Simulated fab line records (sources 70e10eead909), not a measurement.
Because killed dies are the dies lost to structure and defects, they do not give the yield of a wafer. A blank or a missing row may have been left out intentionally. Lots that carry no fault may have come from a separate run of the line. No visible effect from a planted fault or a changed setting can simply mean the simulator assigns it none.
Code-filled problem report in 8D (eight disciplines) form ; flow nand-harc ; the parts of the form that need people (team, actions taken, sign-off) are left out

1. PROBLEM STATEMENT
At NHARC_P_GATE_EXPOSE_08, exposure-dose-mJ-cm2 averages 16.325 over 6 wafers from 2 lots, while fault-free wafers read 16.753, standard deviation 0.018. Measured from the usual mean, that is -24 standard deviations.
The step: exposes mask P HV.
Seen first at day 10 09:02 on krf-scanner-02, wafer L993.2. Wafers with a number at this step in the record: 36, from 12 lots. The rule behind "out" and "out of limits": a value lying over 4 standard deviations away from the usual mean. The rest of the wafers with a number are treated as sound.

2. WHAT IT IS, AND WHAT IT ISN'T
question;is;is not
which readings at this step;exposure-dose-mJ-cm2;stage-vel-mm-s
which lots;L993, L995;L979, L980, L981, L982, L983, L985, L987, L988, L989, L998
which wafers of those lots;all that have a number;-
read on which tools;krf-scanner-02;krf-scanner-01, krf-scanner-03
when;from day 10 09:02;"up to then (27 sound wafers); but 3 sound wafers of L998 came after"

3. THE SUSPECTS, EACH WITH WHAT RULES IT OUT
Counting: any tool at a process step up to the reading is kept as a suspect provided that every lot that is out went through it and no sound lot did after the first of them.
- krf-scanner-02 at NHARC_P_GATE_EXPOSE_08 (exposes mask P HV): kept. It ran every lot that is out, first L993 (day 10 09:02), and no sound lot after that; its last sound lot up to then is L988 (day 8 07:08). On those wafers its own readings are out: exposure-dose-mJ-cm2.
Remaining after the count: krf-scanner-02 at NHARC_P_GATE_EXPOSE_08.

4. THE CAUSE (what the simulator had put in)
Process parameters drifting: krf-scanner-02 at NHARC_P_GATE_EXPOSE_08, beginning at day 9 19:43. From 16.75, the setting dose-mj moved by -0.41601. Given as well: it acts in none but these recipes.
The count eliminated every tool but this one.

5. SEQUENCE OF EFFECTS, ordered by route
One row per reading whose mean, taken over the struck wafers that have a number, lies over 3 standard deviations from the usual. Readings are gone through only where the record gives a usual standard deviation; hours: the median, over the lots, of the time from a lot's start at the first step in this table giving one to that lot's start at this step; sigmas: the change measured in usual standard deviations.
hours;step;reading;usual;on struck wafers;change;sigmas
0;NHARC_P_GATE_EXPOSE_08;exposure-dose-mJ-cm2;16.753;16.325;-0.428;-24
It contains these process steps:
- NHARC_P_GATE_EXPOSE_08: exposes mask P HV.

6. HOW IT WOULD HAVE BEEN CAUGHT EARLIER
In this record no reading fell out of limits until day 10 09:02, 13 hours after the fault had begun at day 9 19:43.
